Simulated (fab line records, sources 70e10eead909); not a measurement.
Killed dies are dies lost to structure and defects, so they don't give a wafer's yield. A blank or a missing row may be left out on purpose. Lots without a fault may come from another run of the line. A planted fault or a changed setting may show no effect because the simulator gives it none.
Chamber matching | flow nand_harc | NHARC_A_CHANNEL_HOLE_D1_ETCH_38 on rie_diel-07: 4 sister chambers
The step etches the open film in CF4, target depth 39 nm, time 65 s. 8 wafers are shown with their chamber, then 7 later ones without.

WAFERS WITH THEIR CHAMBER
wafer  | chamber | drypump_motor_current_A (A) | rf_vpp_V (V)
L510.6 | 0       | 5.1                         | 151.7
L517.4 | 1       | 5.3                         | 150.9
L517.5 | 2       | 5.7                         | 151.1
L518.2 | 1       | 5.3                         | 149.9
L518.3 | 0       | 5.0                         | 152.8
L518.5 | 3       | 5.8                         | 149.0
L519.1 | 3       | 5.8                         | 151.5
L519.3 | 2       | 5.8                         | 149.1

WAFERS WITHOUT THEIR CHAMBER
wafer  | drypump_motor_current_A (A) | rf_vpp_V (V)
L519.4 | 5.3                         | 152.3
L520.3 | 5.8                         | 150.2
L520.5 | 5.1                         | 152.8
L520.6 | 5.3                         | 151.6
L521.1 | 5.0                         | 152.4
L521.3 | 5.3                         | 151.5
L521.5 | 5.3                         | 150.6

WHICH CHAMBER EACH WENT THROUGH
wafer  | from the rows above     | in truth
L519.4 | 1                       | 1
L520.3 | can't be placed: 3 or 2 | 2
L520.5 | 0                       | 0
L520.6 | 1                       | 1
L521.1 | 0                       | 0
L521.3 | 1                       | 1
L521.5 | 1                       | 1
Placed correctly: 6 of 7. Can't be placed from these rows: 1 (the true chamber is among the candidates in 1). Placed wrongly: 0.
How it was worked out, from the rows above alone: a wafer's distance from a chamber is the root of the sum, over the readings, of the square of ((its reading less the chamber's mean) divided by the reading's scatter). The wafer belongs to the nearest chamber; if the next one is less than 2 further off, it can't be placed. A chamber's mean is the mean of its shown wafers. The scatter: the root of (the sum of the squares of (reading less its chamber's mean) over the shown wafers, divided by (wafers less chambers)).
